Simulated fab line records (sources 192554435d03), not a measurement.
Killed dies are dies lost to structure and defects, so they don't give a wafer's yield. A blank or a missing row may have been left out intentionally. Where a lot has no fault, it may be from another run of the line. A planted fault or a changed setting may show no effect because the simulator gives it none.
Which tool did it? ; flow n5Finfet ; at 1 step of a route of 1938, 24 lots with 72 wafers sampled

== WHAT THE GAUGES READ, wafer by wafer ==
N5_BEOL_M10_CD_MEAS_35: the cd target is 70 nm. Usual: cdNm reads 70.6 nm (standard deviation 0.79).
lot;measured;on;cdNm (nm);flag
L074;day 9 15:17;cdSem-03;71.2 71.1 69.5;
L076;day 10 07:38;cdSem-03;70.2 71.5 71.3;
L075;day 10 11:23;cdSem-03;69.4 70.8 69.7;
L077;day 10 18:53;cdSem-02;70.8 70.7 71.9;
L078;day 10 21:56;cdSem-02;70.0 71.3 70.0;
L079;day 11 07:05;cdSem-02;68.4 71.5 70.7;
L080;day 11 11:28;cdSem-02;70.3 69.4 69.3;
L081;day 11 11:31;cdSem-02;69.3 70.4 69.3;
L082;day 11 17:10;cdSem-02;71.7 70.1 69.1;
L083;day 11 21:17;cdSem-03;71.2 71.0 71.3;
L084;day 12 09:57;cdSem-02;69.6 71.5 70.0;
L085;day 12 14:01;cdSem-03;69.9 70.6 70.0;
L086;day 12 16:31;cdSem-03;70.4 69.3 70.6;
L087;day 13 09:16;cdSem-02;71.3 71.8 71.3;
L089;day 13 12:48;cdSem-02;69.8 70.8 71.6;
L088;day 13 16:17;cdSem-01;69.6 70.8 71.1;
L091;day 14 04:03;cdSem-02;71.0 70.2 70.2;
L090;day 14 04:25;cdSem-02;69.8 71.0 69.6;
L092;day 14 10:41;cdSem-02;71.3 70.0 70.6;
L093;day 14 20:35;cdSem-02;71.7 71.5 71.0;
L094;day 15 03:43;cdSem-01;70.7 69.2 70.9;
L095;day 15 09:06;cdSem-01;70.8 70.5 71.6;
L096;day 15 17:24;cdSem-02;70.9 71.2 71.5;
L097;day 15 19:21;cdSem-02;70.3 70.7 69.0;

== TOOL THAT RAN EACH LOT (tool first, then ch and the chambers of the sampled wafers, then the start) ==
No process step before these readings appears in the record.

== AS READ BY THE TOOLS THEMSELVES (means over the sampled wafers that have a number; for cases with no such wafer, the mark the record gives instead) ==
The record holds no such reading with a usual standard deviation.

== THE ANSWER, worked out from the rows above alone ==
Rule: a lot counts as off when the mean over its wafers that have a number is more than 3 standard deviations away from the usual mean. A lot without any number at a reading at which 4 lots or more have one is off too. All remaining lots with rows at the step are treated as sound. First the gauges in route order, then the tools' own readings, where a lot's mean is used as printed above. At the first step where some lot is off, the reading lying furthest off is the one used; lots without a number count as furthest.
No lot is off at any reading shown: from this, nothing can be told.

== WHAT HAD BEEN PUT IN BY THE SIMULATOR ==
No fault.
